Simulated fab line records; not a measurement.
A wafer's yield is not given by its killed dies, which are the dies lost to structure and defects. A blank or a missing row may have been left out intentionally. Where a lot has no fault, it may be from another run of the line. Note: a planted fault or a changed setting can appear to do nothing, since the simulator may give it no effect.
fab line records -- flow n5_finfet
record: lots: 7, wafers: 21
route steps=1938 shown BEOL_M11@1541 BEOL_M12@1649 BEOL_M13@1659 BEOL_M15@1773
start_h: hours from the record's opening day to when the first of the lot's shown wafers began -- wait_h: how many hours have passed since the lot's step before this one -- " unchanged from the row above -- L1.1+2: a row that stands for several wafers -- - no value, or no start was given -- * or withheld: withheld -- < > ~ a bound
route shown NAME@n: NAME is a module with steps in the file, n the number in the route of the first one -- usual: the fault-free wafers' mean and standard deviation -- same: alike in all rows -- chamber/n: place in a boat -- sites: the reading at each site -- _std_site: the standard deviation of these -- _edge_site: outer sites' mean less inner sites' -- radius_mm: how far each site lies from the wafer's centre -- mask NAME#n: copy n -- behind: tool/chamber where the wafer was last shaped -- hold: why the lot went on hold/how many hours it stayed there/how the hold came to an end -- device: whichever transistor did not switch (one of n, p or np) -- end of line: the same wafers' tests at the end of the route -- a step with no rows: only its recipe -- killed: not the wafer's yield, but the dies lost to structure and defects at the first sort -- map: a wafer's dies, x killed, . not, _ none there
set.NAME: the setting that was run; set.NAME@STEP: the one run at that earlier step -- model.NAME: the simulator's own value behind a step, which no gauge read
lots where settings were altered on purpose, with a table for each step and a row for each wafer
== steps ==
step: N5_BEOL_M11_COAT_59
recipe: resist: SOC, temp_c: 250, time_s: 60, spin_rpm: 1500, resist_thk_nm: 100
lot.wafer,tool,chamber,start_h,wait_h,set.spin_rpm,model.SOC_of_BEOL_M11_COAT_59.thk_nm
L077.2+6,litho_track-02,0,235.80,0.1,1400,103.4
L077.4,litho_track-02,0,235.80,0.1,1500,100
L079.1+6,litho_track-02,0,251.62,0.1,1500,100.2
L079.3,litho_track-02,0,251.62,0.1,1500,100.4
L081.4+5,litho_track-02,0,256.35,0.1,1399,103.8
L081.6,litho_track-02,0,256.35,0.1,1500,100.6
L083.2+6,litho_track-05,0,265.75,0.1,1500,100.6
L083.3,litho_track-05,0,265.75,0.1,1500,100.8
L088.1,litho_track-04,0,296.17,0.1,1500,99.8
L088.3,litho_track-04,0,296.17,0.1,1347,105.4
L088.6,litho_track-04,0,296.17,0.1,1500,100
L086.1,litho_track-02,0,297.52,0.1,1500,100.2
L086.4,litho_track-02,0,297.52,0.1,1602,97
L086.6,litho_track-02,0,297.52,0.1,1500,100.4
L092.2+4,litho_track-02,0,341.37,0.1,1500,99.8
L092.5,litho_track-02,0,341.37,0.1,1500,99.6
step: N5_BEOL_M11_COAT_60
recipe: resist: SiARC, temp_c: 220, time_s: 60, spin_rpm: 1500, resist_thk_nm: 30
step: N5_BEOL_M11_COAT_05
recipe: resist: CAR-ArF, spin_rpm: 1500, resist_thk_nm: 90
step: N5_BEOL_M11_DESCUM_16
recipe: chemistry: O2, time_s: 7.9, source_power_w: 50, bias_power_w: 20, pressure_mtorr: 20, rf_frequency_hz: 2.712e+07, temp_c: 40, resist: CAR-ArF, o2_flow_sccm: 225
step: N5_BEOL_M11_ETCH_61
recipe: chemistry: CF4, target: SiARC, target_depth_a: 390, mask_material: CAR-ArF, time_s: 65, ion_energy_ev: 80, pressure_mtorr: 40, source_w: 545, bias_w: 36, Ar_flow_sccm: 100, cf4_flow_sccm: 100, ends: cleared
step: N5_BEOL_M11_ETCH_62
recipe: chemistry: N2/H2, target: SOC, target_depth_a: 1100, overetch_a: 220, mask_material: SiARC, temp_c: 40, time_s: 165, ion_energy_ev: 200, pressure_mtorr: 30, source_w: 840, bias_w: 150, n2_flow_sccm: 200, h2_flow_sccm: 200
lot.wafer,tool,chamber,start_h,wait_h,set.spin_rpm@BEOL_M11_COAT_59,model.etch.depth_nm
L077.2,rie_diel-03,0,236.43,0.0,1400,103.5
L077.4,rie_diel-03,2,236.43,0.0,1500,100
L077.6,rie_diel-03,2,236.43,0.0,1400,103.4
L079.1+6,rie_diel-01,"3,2",252.04,0.0,1500,100.2
L079.3,rie_diel-01,1,252.04,0.0,1500,100.4
L081.4+5,rie_diel-04,"1,2",256.92,0.0,1399,103.9
L081.6,rie_diel-04,3,256.92,0.0,1500,100.5
L083.2+6,rie_diel-01,0,266.17,0.0,1500,100.5
L083.3,rie_diel-01,3,266.17,0.0,1500,100.8
L088.1,rie_diel-04,0,296.77,0.0,1500,99.81
L088.3,rie_diel-04,2,296.77,0.0,1347,105.4
L088.6,rie_diel-04,0,296.77,0.0,1500,99.92
L086.1,rie_diel-04,3,298.06,0.0,1500,100.1
L086.4,rie_diel-04,3,298.06,0.0,1602,96.9
L086.6,rie_diel-04,2,298.06,0.0,1500,100.3
L092.2,rie_diel-04,1,341.92,0.0,1500,99.75
L092.4,rie_diel-04,2,341.92,0.0,1500,99.71
L092.5,rie_diel-04,1,341.92,0.0,1500,99.51
step: N5_BEOL_M11_COAT_22
recipe: resist: CAR-ArF, spin_rpm: 1500, resist_thk_nm: 90
lot.wafer,tool,chamber,start_h,wait_h,set.spin_rpm,model.CAR-ArF_of_BEOL_M11_COAT_22.thk_nm
L077.2+4,litho_track-04,0,-,-,1500,89.6
L077.6,litho_track-04,0,-,-,1500,89.8
L079.1,litho_track-05,0,-,-,1500,89.6
L079.3,litho_track-05,0,-,-,1500,89.8
L079.6,litho_track-05,0,-,-,1500,89.4
L081.4,litho_track-04,0,-,-,1651,85.8
L081.5,litho_track-04,0,-,-,1651,86
L081.6,litho_track-04,0,-,-,1500,90
L083.2+6,litho_track-04,0,-,-,1500,89.6
L083.3,litho_track-04,0,-,-,1500,89.8
L088.1+6,litho_track-04,0,-,-,1500,89.8
L088.3,litho_track-04,0,-,-,1500,90.2
L086.1,litho_track-02,0,-,-,1500,90
L086.4,litho_track-02,0,-,-,1500,90.2
L086.6,litho_track-02,0,-,-,1348,94.8
L092.2,litho_track-02,0,-,-,1500,90.2
L092.4+5,litho_track-02,0,-,-,1396,93.2
step: N5_BEOL_M11_EBR_24
recipe: solvent: PGMEA, ebr_width_mm: 1.5
step: N5_BEOL_M11_SOFTBAKE_23
recipe: temp_c: 110, time_s: 60, resist: CAR-ArF
step: N5_BEOL_M11_EXPOSE_25
recipe: mask_id: V10, na: 1.35, source_shape: annular, sigma_inner: 0.5, sigma_outer: 0.8, polarization: unpolarized, dose_mj: 85.5
step: N5_BEOL_M11_PEB_26
recipe: peb_temp_c: withheld, peb_time_s: 60, resist: CAR-ArF
step: N5_BEOL_M11_DEVELOP_27
recipe: develop_time_s: 30, developer: TMAH, resist: CAR-ArF, rinse_liquid: diw, dry: air_spin, dev_temp_c: 23
lot.wafer,tool,chamber,start_h,wait_h,set.spin_rpm@BEOL_M11_COAT_22,model.CAR-ArF_of_BEOL_M11_COAT_22.thk_nm
L077.2+4,litho_track-05,0,-,-,1500,88
L077.6,litho_track-05,0,-,-,1500,88.2
L079.1+3,litho_track-02,0,-,-,1500,88
L079.6,litho_track-02,0,-,-,1500,87.6
L081.4,litho_track-04,0,-,-,1651,84.2
L081.5,litho_track-04,0,-,-,1651,84.4
L081.6,litho_track-04,0,-,-,1500,88.4
L083.2,litho_track-05,0,-,-,1500,88
L083.3,litho_track-05,0,-,-,1500,88.2
L083.6,litho_track-05,0,-,-,1500,87.8
L088.1+6,litho_track-02,0,-,-,1500,88.2
L088.3,litho_track-02,0,-,-,1500,88.6
L086.1+4,litho_track-04,0,-,-,1500,88.4
L086.6,litho_track-04,0,-,-,1348,93.2
L092.2,litho_track-05,0,-,-,1500,88.4
L092.4+5,litho_track-05,0,-,-,1396,91.4
step: N5_BEOL_M11_DESCUM_33
recipe: chemistry: O2, time_s: 7.9, source_power_w: 50, bias_power_w: 20, pressure_mtorr: 20, rf_frequency_hz: 2.712e+07, temp_c: 40, resist: CAR-ArF, o2_flow_sccm: 225
lot.wafer,tool,chamber,start_h,wait_h,set.spin_rpm@BEOL_M11_COAT_22,model.CAR-ArF_of_BEOL_M11_COAT_22.thk_nm
L077.2,rie_diel-01,2,237.29,0.0,1500,83
L077.4+6,rie_diel-01,"3,0",237.29,0.0,1500,83.2
L079.1+3,rie_diel-03,"0,1",253.33,0.2,1500,83.2
L079.6,rie_diel-03,0,253.33,0.2,1500,82.8
L081.4+5,rie_diel-01,"3,0",257.97,0.0,1651,79.4
L081.6,rie_diel-01,1,257.97,0.0,1500,83.6
L083.2,rie_diel-01,2,267.28,0.1,1500,83.2
L083.3,rie_diel-01,3,267.28,0.1,1500,83.4
L083.6,rie_diel-01,2,267.28,0.1,1500,83
L088.1+6,rie_diel-01,"2,3",297.74,0.0,1500,83.4
L088.3,rie_diel-01,1,297.74,0.0,1500,83.6
L086.1,rie_diel-04,0,299.30,0.0,1500,83.4
L086.4,rie_diel-04,3,299.30,0.0,1500,83.6
L086.6,rie_diel-04,2,299.30,0.0,1348,88.4
L092.2,rie_diel-03,3,342.78,0.0,1500,83.6
L092.4+5,rie_diel-03,"2,0",342.78,0.0,1396,86.6
step: N5_BEOL_M11_ETCH_66
recipe: chemistry: N2/H2, target: SOC, target_depth_a: 1200, overetch_a: 240, mask_material: SiARC, temp_c: 40, time_s: 180, ion_energy_ev: 200, pressure_mtorr: 30, source_w: 840, bias_w: 150, n2_flow_sccm: 200, h2_flow_sccm: 200
lot.wafer,tool,chamber,start_h,wait_h,set.time_s,model.SiARC_of_BEOL_M11_COAT_64.thk_nm
L077.2+4,rie_diel-01,"2,3",237.38,0.0,180,22.6
L077.6,rie_diel-01,0,237.38,0.0,193.1,22
L079.1+3,rie_diel-03,"0,1",253.41,0.0,180,22.6
L079.6,rie_diel-03,0,253.41,0.0,219.1,21.2
L081.4,rie_diel-01,3,258.10,0.1,180,22.4
L081.5,rie_diel-01,0,258.10,0.1,157.2,23.2
L081.6,rie_diel-01,1,258.10,0.1,180,22.8
L083.2,rie_diel-01,2,267.37,0.0,180,22.4
L083.3,rie_diel-01,3,267.37,0.0,180,22.6
L083.6,rie_diel-01,2,267.37,0.0,180,22.2
L088.1+6,rie_diel-01,"2,3",297.83,0.0,165.6,23.2
L088.3,rie_diel-01,1,297.83,0.0,180,22.8
L086.1,rie_diel-04,0,299.38,0.0,206.2,21.8
L086.4,rie_diel-04,3,299.38,0.0,206.2,21.6
L086.6,rie_diel-04,2,299.38,0.0,180,22.8
L092.2,rie_diel-03,3,342.87,0.0,193.8,22.2
L092.4+5,rie_diel-03,"2,0",342.87,0.0,193.8,22.4
step: N5_BEOL_M12_SPUTTER_44
recipe: material: Ta, target_thk_a: 100, temp_c: 50, bias_v: 80, power_w: 15000, chamber_pressure_pa: 0.07, time_s: 16.13
lot.wafer,tool,chamber,start_h,wait_h,set.time_s,model.Ta_of_BEOL_M12_SPUTTER_44.thk_nm
L077.2,pvd_sputter-02,-,243.71,0.0,16.13,9.6
L077.4,pvd_sputter-02,-,243.71,0.0,13.81,8.4
L077.6,pvd_sputter-02,-,243.71,0.0,16.13,9.8
L079.1,pvd_sputter-01,-,259.76,0.0,16.13,9.8
L079.3+6,pvd_sputter-01,-,259.76,0.0,18.28,11.2
L081.4,pvd_sputter-03,-,263.28,0.0,14.75,9.2
L081.5+6,pvd_sputter-03,-,263.28,0.0,16.13,10
L083.2,pvd_sputter-02,-,276.65,0.0,16.13,10.2
L083.3,pvd_sputter-02,-,276.65,0.0,16.13,9.8
L083.6,pvd_sputter-02,-,276.65,0.0,16.13,10
L088.1,pvd_sputter-02,-,306.99,0.0,16.13,10.2
L088.3,pvd_sputter-02,-,306.99,0.0,17.1,10.6
L088.6,pvd_sputter-02,-,306.99,0.0,17.1,10.8
L086.1,pvd_sputter-01,-,309.89,0.0,16.13,9.8
L086.4+6,pvd_sputter-01,-,309.89,0.0,14.9,9.2
L092.2,pvd_sputter-01,-,353.17,0.0,16.13,9.8
L092.4,pvd_sputter-01,-,353.17,0.0,15.3,9.4
L092.5,pvd_sputter-01,-,353.17,0.0,15.3,9.2
step: N5_BEOL_M13_ILD_DEP_00
recipe: material: SiOC, target_thk_a: 8379.2, temp_c: 350, precursor: DEMS/O2, pressure_torr: 5, rf_w: 500, time_s: 166.4
lot.wafer,tool,chamber,start_h,wait_h,set.time_s,model.SiOC_of_BEOL_M13_ILD_DEP_00.thk_nm
L077.2,pecvd-01,0,245.33,0.0,166.4,824.2
L077.4,pecvd-01,0,245.33,0.0,153.9,775.6
L077.6,pecvd-01,1,245.33,0.0,166.4,838.6
L079.1,pecvd-03,0,260.92,0.0,166.4,830
L079.3,pecvd-03,2,260.92,0.0,166.4,825.2
L079.6,pecvd-03,0,260.92,0.0,166.4,838.2
L081.4,pecvd-01,0,264.58,0.1,166.4,832.8
L081.5,pecvd-01,1,264.58,0.1,166.4,842.6
L081.6,pecvd-01,2,264.58,0.1,166.4,851
L083.2,pecvd-03,2,277.77,0.0,166.4,830.6
L083.3,pecvd-03,1,277.77,0.0,166.4,833.6
L083.6,pecvd-03,0,277.77,0.0,166.4,842.4
L088.1,pecvd-04,0,308.72,0.0,166.4,843.4
L088.3,pecvd-04,2,308.72,0.0,148.5,753.4
L088.6,pecvd-04,0,308.72,0.0,166.4,857.8
L086.1,pecvd-03,2,313.10,0.0,166.4,829.4
L086.4,pecvd-03,2,313.10,0.0,166.4,845.8
L086.6,pecvd-03,1,313.10,0.0,160.1,822.4
L092.2,pecvd-03,1,357.62,0.0,166.4,839
L092.4,pecvd-03,1,357.62,0.0,155.9,805.8
L092.5,pecvd-03,2,357.62,0.0,155.9,801.4
step: N5_BEOL_M13_THK_MEAS_01
recipe: reads: SiOC_of_BEOL_M13_ILD_DEP_00
usual: M13_ILD_THK: 840/9.4
lot.wafer,tool,chamber,start_h,wait_h,set.time_s@BEOL_M13_ILD_DEP_00,M13_ILD_THK[nm]
L077.2,film_metro-02,-,245.49,0.1,166.4,824
L077.4,film_metro-02,-,245.49,0.1,153.9,775
L077.6,film_metro-02,-,245.49,0.1,166.4,838
L079.1,film_metro-02,-,261.08,0.1,166.4,831
L079.3,film_metro-02,-,261.08,0.1,166.4,825
L079.6,film_metro-02,-,261.08,0.1,166.4,838
L081.4,film_metro-02,-,264.67,0.0,166.4,833
L081.5,film_metro-02,-,264.67,0.0,166.4,843
L081.6,film_metro-02,-,264.67,0.0,166.4,851
L083.2,film_metro-02,-,277.92,0.1,166.4,832
L083.3,film_metro-02,-,277.92,0.1,166.4,834
L083.6,film_metro-02,-,277.92,0.1,166.4,842
L088.1,film_metro-01,-,308.87,0.1,166.4,844
L088.3,film_metro-01,-,308.87,0.1,148.5,753
L088.6,film_metro-01,-,308.87,0.1,166.4,857
L086.1,film_metro-02,-,313.25,0.1,166.4,829
L086.4,film_metro-02,-,313.25,0.1,166.4,845
L086.6,film_metro-02,-,313.25,0.1,160.1,823
L092.2,film_metro-01,-,357.78,0.1,166.4,838
L092.4,film_metro-01,-,357.78,0.1,155.9,805
L092.5,film_metro-01,-,357.78,0.1,155.9,802
step: N5_BEOL_M13_EXPOSE_07
recipe: mask_id: V12, na: 0.93, source_shape: conventional, sigma_outer: 0.6, polarization: unpolarized, attpsm_phase_deg: 180, dose_mj: 24.8
lot.wafer,tool,chamber,start_h,wait_h,mask,set.dose_mj
L077.2+4,krf_scanner-02,0,245.75,-,V12#0,24.8
L077.6,krf_scanner-02,0,245.75,-,V12#0,26.54
L079.1+3+6,krf_scanner-02,0,261.33,-,V12#0,24.8
L081.4+6,krf_scanner-01,0,264.82,-,V12#0,26
L081.5,krf_scanner-01,0,264.82,-,V12#0,24.8
L083.2+3+6,krf_scanner-02,0,278.18,-,V12#0,24.8
L088.1,krf_scanner-01,0,309.01,-,V12#0,24.29
L088.3+6,krf_scanner-01,0,309.01,-,V12#0,24.8
L086.1+4+6,krf_scanner-02,0,313.51,-,V12#0,25.93
L092.2+4,krf_scanner-02,0,358.04,-,V12#0,24.8
L092.5,krf_scanner-02,0,358.04,-,V12#0,23.88
step: N5_BEOL_M13_PEB_08
recipe: peb_temp_c: 130, peb_time_s: 90
step: N5_BEOL_M13_DEVELOP_09
recipe: develop_time_s: 45, rinse_liquid: diw, dry: air_spin, dev_temp_c: 21
step: N5_BEOL_M13_HARDBAKE_14
recipe: temp_c: 130, time_s: 120
step: N5_BEOL_M13_CD_MEAS_10
recipe: target_cd_nm: 190, landing_energy_ev: 500, detector: se_inlens, polarity: opening
usual: cd_nm: 189.8/1.1
lot.wafer,tool,chamber,start_h,wait_h,set.dose_mj@BEOL_M13_EXPOSE_07,cd_nm
L077.2,cd_sem-03,0,245.91,-,24.8,191.9
L077.4,cd_sem-03,0,245.91,-,24.8,190.6
L077.6,cd_sem-03,0,245.91,-,26.54,197.4
L079.1,cd_sem-02,0,261.50,-,24.8,189.6
L079.3,cd_sem-02,0,261.50,-,24.8,189.6
L079.6,cd_sem-02,0,261.50,-,24.8,189.4
L081.4,cd_sem-02,0,264.98,-,26,195.3
L081.5,cd_sem-02,0,264.98,-,24.8,191.3
L081.6,cd_sem-02,0,264.98,-,26,195.6
L083.2,cd_sem-01,0,278.35,-,24.8,188.6
L083.3,cd_sem-01,0,278.35,-,24.8,189.2
L083.6,cd_sem-01,0,278.35,-,24.8,189.0
L088.1,cd_sem-02,0,309.18,-,24.29,187.0
L088.3,cd_sem-02,0,309.18,-,24.8,189.7
L088.6,cd_sem-02,0,309.18,-,24.8,189.9
L086.1,cd_sem-01,0,313.68,-,25.93,194.7
L086.4,cd_sem-01,0,313.68,-,25.93,194.2
L086.6,cd_sem-01,0,313.68,-,25.93,194.6
L092.2,cd_sem-03,0,358.20,-,24.8,188.5
L092.4,cd_sem-03,0,358.20,-,24.8,189.4
L092.5,cd_sem-03,0,358.20,-,23.88,185.1
step: N5_BEOL_M13_ETCH_59
recipe: chemistry: N2/H2, target: BARC, target_depth_a: 890, overetch_a: 267, time_s: 67.9, ion_energy_ev: 200, pressure_mtorr: 30, source_w: 840, bias_w: 150, n2_flow_sccm: 200, h2_flow_sccm: 200
lot.wafer,tool,chamber,start_h,wait_h,set.time_s,model.coat_of_BEOL_M13_COAT_04.thk_nm
L077.2,rie_diel-03,3,246.39,0.0,67.9,319.2
L077.4+6,rie_diel-03,0,246.39,0.0,67.9,318.8
L079.1,rie_diel-04,3,262.63,0.0,67.9,320
L079.3,rie_diel-04,0,262.63,0.0,82.08,305.6
L079.6,rie_diel-04,3,262.63,0.0,67.9,320.6
L081.4,rie_diel-03,1,265.10,0.0,78.74,306.4
L081.5,rie_diel-03,2,265.10,0.0,67.9,318.4
L081.6,rie_diel-03,3,265.10,0.0,67.9,317
L083.2,rie_diel-04,0,278.47,0.0,67.9,316.2
L083.3,rie_diel-04,2,278.47,0.0,67.9,317.2
L083.6,rie_diel-04,1,278.47,0.0,67.9,317.4
L088.1,rie_diel-04,1,309.31,0.0,77.48,308
L088.3,rie_diel-04,0,309.31,0.0,77.48,308.2
L088.6,rie_diel-04,2,309.31,0.0,67.9,320
L086.1,rie_diel-04,3,313.81,0.0,56.02,328.2
L086.4,rie_diel-04,0,313.81,0.0,67.9,315.4
L086.6,rie_diel-04,2,313.81,0.0,56.02,327.4
L092.2,rie_diel-03,2,358.33,0.0,67.9,318.6
L092.4,rie_diel-03,1,358.33,0.0,67.9,317.2
L092.5,rie_diel-03,2,358.33,0.0,67.9,319.6
step: N5_BEOL_M13_VIA_ETCH_16
recipe: chemistry: C4F8/O2/Ar, target: SiOC, pressure_mtorr: 30, source_w: 3000, bias_w: 700, Ar_flow_sccm: 400, C4F8_flow_sccm: 15, O2_flow_sccm: 8, he_inner_torr: 15, he_outer_torr: 30, target_depth_a: 9217, time_s: withheld, ion_energy_ev: 250, ends: cleared
lot.wafer,tool,chamber,start_h,wait_h,set.time_s@BEOL_M13_ILD_DEP_00,model.etch.depth_nm
L077.2,rie_diel-03,3,246.44,0.0,*,824.2
L077.4,rie_diel-03,0,246.44,0.0,*,775.6
L077.6,rie_diel-03,0,246.44,0.0,*,838.6
L079.1,rie_diel-04,3,262.68,0.0,*,830
L079.3,rie_diel-04,0,262.68,0.0,*,824.5
L079.6,rie_diel-04,3,262.68,0.0,*,838.2
L081.4,rie_diel-03,1,265.15,0.0,*,832.2
L081.5,rie_diel-03,2,265.15,0.0,*,842.7
L081.6,rie_diel-03,3,265.15,0.0,*,850.9
L083.2,rie_diel-04,0,278.52,0.0,*,830.7
L083.3,rie_diel-04,2,278.52,0.0,*,833.7
L083.6,rie_diel-04,1,278.52,0.0,*,842.4
L088.1,rie_diel-04,1,309.36,0.0,*,843
L088.3,rie_diel-04,0,309.36,0.0,*,752.9
L088.6,rie_diel-04,2,309.36,0.0,*,857.7
L086.1,rie_diel-04,3,313.86,0.0,*,829.4
L086.4,rie_diel-04,0,313.86,0.0,*,845.9
L086.6,rie_diel-04,2,313.86,0.0,*,822.4
L092.2,rie_diel-03,2,358.38,0.0,*,838.9
L092.4,rie_diel-03,1,358.38,0.0,*,805.8
L092.5,rie_diel-03,2,358.38,0.0,*,801.3
step: N5_BEOL_M13_STRIP_63
recipe: chemistry: N2/H2, power_w: 1000, temp_c: 250, h2_frac: 0.65, overash_fraction: 0.3, pressure_mtorr: 1000, n2_flow_sccm: 1750, h2_flow_sccm: 3250
step: N5_BEOL_M13_STRIP_64
recipe: chemistry: N2/H2, power_w: 1000, temp_c: 250, h2_frac: 0.65, overash_fraction: 0.3, pressure_mtorr: withheld, n2_flow_sccm: 1750, h2_flow_sccm: 3250
step: N5_BEOL_M13_STRIP_71
recipe: chemistry: post_etch_residue_remover, time_s: 60, temp_c: 25, remover_ph: withheld, remover_water_wt_pct: withheld, remover_fluoride_wt_pct: withheld
step: N5_BEOL_M13_SRD_72
recipe: time_s: 30, temp_c: 23, rinse_liquid: diw, dry: n2_spin, spin_rpm: 1500, dry_time_s: 30
step: N5_BEOL_M13_CD_MEAS_17
recipe: target_cd_nm: 190, polarity: opening
usual: cd_nm: 189.9/1.3
lot.wafer,tool,chamber,start_h,wait_h,set.dose_mj@BEOL_M13_EXPOSE_07,cd_nm
L077.2,cd_sem-01,-,246.89,0.0,24.8,190.9
L077.4,cd_sem-01,-,246.89,0.0,24.8,189.6
L077.6,cd_sem-01,-,246.89,0.0,26.54,197.8
L079.1,cd_sem-02,-,263.16,0.0,24.8,188.4
L079.3,cd_sem-02,-,263.16,0.0,24.8,192.4
L079.6,cd_sem-02,-,263.16,0.0,24.8,188.1
L081.4,cd_sem-03,-,265.69,0.0,26,197.7
L081.5,cd_sem-03,-,265.69,0.0,24.8,192.0
L081.6,cd_sem-03,-,265.69,0.0,26,195.2
L083.2,cd_sem-02,-,279.00,0.0,24.8,189.1
L083.3,cd_sem-02,-,279.00,0.0,24.8,190.3
L083.6,cd_sem-02,-,279.00,0.0,24.8,189.1
L088.1,cd_sem-02,-,309.80,0.0,24.29,188.9
L088.3,cd_sem-02,-,309.80,0.0,24.8,191.2
L088.6,cd_sem-02,-,309.80,0.0,24.8,189.9
L086.1,cd_sem-01,-,314.30,0.0,25.93,191.3
L086.4,cd_sem-01,-,314.30,0.0,25.93,192.5
L086.6,cd_sem-01,-,314.30,0.0,25.93,193.0
L092.2,cd_sem-03,-,358.82,0.0,24.8,189.0
L092.4,cd_sem-03,-,358.82,0.0,24.8,189.7
L092.5,cd_sem-03,-,358.82,0.0,23.88,185.1
step: N5_BEOL_M15_ILD_DEP_00
recipe: material: SiO2, target_thk_a: 16293, temp_c: 400, precursor: TEOS/O2, pressure_torr: 6.5, rf_w: 900, teos_flow_sccm: 161.4, gas: O2, flow_sccm: 2650, time_s: 346.1
lot.wafer,tool,chamber,start_h,wait_h,set.time_s,model.SiO2_of_BEOL_M15_ILD_DEP_00.thk_nm
L077.2,pecvd-02,2,259.40,0.0,296.1,1356
L077.4,pecvd-02,1,259.40,0.0,346.1,1635
L077.6,pecvd-02,1,259.40,0.0,346.1,1628
L079.1,pecvd-03,2,273.92,0.0,313.1,1446
L079.3,pecvd-03,1,273.92,0.0,346.1,1614
L079.6,pecvd-03,2,273.92,0.0,346.1,1650
L081.4,pecvd-03,1,280.02,0.1,389.2,1832
L081.5,pecvd-03,0,280.02,0.1,389.2,1874
L081.6,pecvd-03,2,280.02,0.1,346.1,1637
L083.2,pecvd-02,2,286.53,0.0,346.1,1603
L083.3,pecvd-02,1,286.53,0.0,346.1,1614
L083.6,pecvd-02,0,286.53,0.0,346.1,1604
L088.1,pecvd-03,2,321.75,0.0,387.4,1819
L088.3,pecvd-03,1,321.75,0.0,387.4,1799
L088.6,pecvd-03,2,321.75,0.0,346.1,1636
L086.1,pecvd-01,1,325.94,0.0,314.1,1465
L086.4,pecvd-01,1,325.94,0.0,314.1,1484
L086.6,pecvd-01,1,325.94,0.0,346.1,1632
L092.2,pecvd-01,0,373.36,0.0,306.2,1444
L092.4,pecvd-01,0,373.36,0.0,306.2,1487
L092.5,pecvd-01,1,373.36,0.0,346.1,1650
step: N5_BEOL_M15_THK_MEAS_01
recipe: reads: SiO2_of_BEOL_M15_ILD_DEP_00
usual: M15_ILD_THK: 1628/21
lot.wafer,tool,chamber,start_h,wait_h,set.time_s@BEOL_M15_ILD_DEP_00,M15_ILD_THK[nm]
L077.2,film_metro-02,-,259.76,0.3,296.1,1357
L077.4,film_metro-02,-,259.76,0.3,346.1,1636
L077.6,film_metro-02,-,259.76,0.3,346.1,1627
L079.1,film_metro-02,-,274.17,0.1,313.1,1447
L079.3,film_metro-02,-,274.17,0.1,346.1,1613
L079.6,film_metro-02,-,274.17,0.1,346.1,1649
L081.4,film_metro-02,-,280.16,0.0,389.2,1833
L081.5,film_metro-02,-,280.16,0.0,389.2,1873
L081.6,film_metro-02,-,280.16,0.0,346.1,1637
L083.2,film_metro-02,-,286.78,0.1,346.1,1603
L083.3,film_metro-02,-,286.78,0.1,346.1,1613
L083.6,film_metro-02,-,286.78,0.1,346.1,1603
L088.1,film_metro-02,-,322.00,0.1,387.4,1820
L088.3,film_metro-02,-,322.00,0.1,387.4,1798
L088.6,film_metro-02,-,322.00,0.1,346.1,1636
L086.1,film_metro-01,-,326.30,0.2,314.1,1465
L086.4,film_metro-01,-,326.30,0.2,314.1,1483
L086.6,film_metro-01,-,326.30,0.2,346.1,1631
L092.2,film_metro-01,-,373.61,0.1,306.2,1444
L092.4,film_metro-01,-,373.61,0.1,306.2,1487
L092.5,film_metro-01,-,373.61,0.1,346.1,1651
== key ==
split: step: N5_BEOL_M11_COAT_59, setting: spin_rpm, stated: 1500, by: wafer
response: step: N5_BEOL_M11_COAT_59, reading: model.SOC_of_BEOL_M11_COAT_59.thk_nm, change: -0.511, per: 1%, r: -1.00
response: step: N5_BEOL_M11_ETCH_62, reading: model.etch.depth_nm, change: -0.52, per: 1%, r: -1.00
split: step: N5_BEOL_M11_COAT_22, setting: spin_rpm, stated: 1500, by: wafer
response: step: N5_BEOL_M11_COAT_22, reading: model.CAR-ArF_of_BEOL_M11_COAT_22.thk_nm, change: -0.435, per: 1%, r: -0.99
response: step: N5_BEOL_M11_DEVELOP_27, reading: model.CAR-ArF_of_BEOL_M11_COAT_22.thk_nm, change: -0.439, per: 1%, r: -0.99
response: step: N5_BEOL_M11_DESCUM_33, reading: model.CAR-ArF_of_BEOL_M11_COAT_22.thk_nm, change: -0.447, per: 1%, r: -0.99
split: step: N5_BEOL_M11_ETCH_66, setting: time_s, stated: 180, by: wafer
response: step: N5_BEOL_M11_ETCH_66, reading: model.SiARC_of_BEOL_M11_COAT_64.thk_nm, change: -0.0641, per: 1%, r: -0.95
split: step: N5_BEOL_M12_SPUTTER_44, setting: time_s, stated: 16.13, by: wafer
response: step: N5_BEOL_M12_SPUTTER_44, reading: model.Ta_of_BEOL_M12_SPUTTER_44.thk_nm, change: +0.094, per: 1%, r: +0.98
split: step: N5_BEOL_M13_ILD_DEP_00, setting: time_s, stated: 166.4, by: wafer
response: step: N5_BEOL_M13_ILD_DEP_00, reading: model.SiOC_of_BEOL_M13_ILD_DEP_00.thk_nm, change: +7.71, per: 1%, r: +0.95
response: step: N5_BEOL_M13_THK_MEAS_01, reading: M13_ILD_THK, change: +7.68, per: 1%, r: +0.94
response: step: N5_BEOL_M13_VIA_ETCH_16, reading: model.etch.depth_nm, change: +7.73, per: 1%, r: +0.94
split: step: N5_BEOL_M13_EXPOSE_07, setting: dose_mj, stated: 24.8, by: wafer
response: step: N5_BEOL_M13_CD_MEAS_10, reading: cd_nm, change: +0.921, per: 1%, r: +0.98
response: step: N5_BEOL_M13_CD_MEAS_17, reading: cd_nm, change: +1.03, per: 1%, r: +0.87
split: step: N5_BEOL_M13_ETCH_59, setting: time_s, stated: 67.9, by: wafer
response: step: N5_BEOL_M13_ETCH_59, reading: model.coat_of_BEOL_M13_COAT_04.thk_nm, change: -0.729, per: 1%, r: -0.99
split: step: N5_BEOL_M15_ILD_DEP_00, setting: time_s, stated: 346.1, by: wafer
response: step: N5_BEOL_M15_ILD_DEP_00, reading: model.SiO2_of_BEOL_M15_ILD_DEP_00.thk_nm, change: +17.3, per: 1%, r: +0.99
response: step: N5_BEOL_M15_THK_MEAS_01, reading: M15_ILD_THK, change: +17.3, per: 1%, r: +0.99
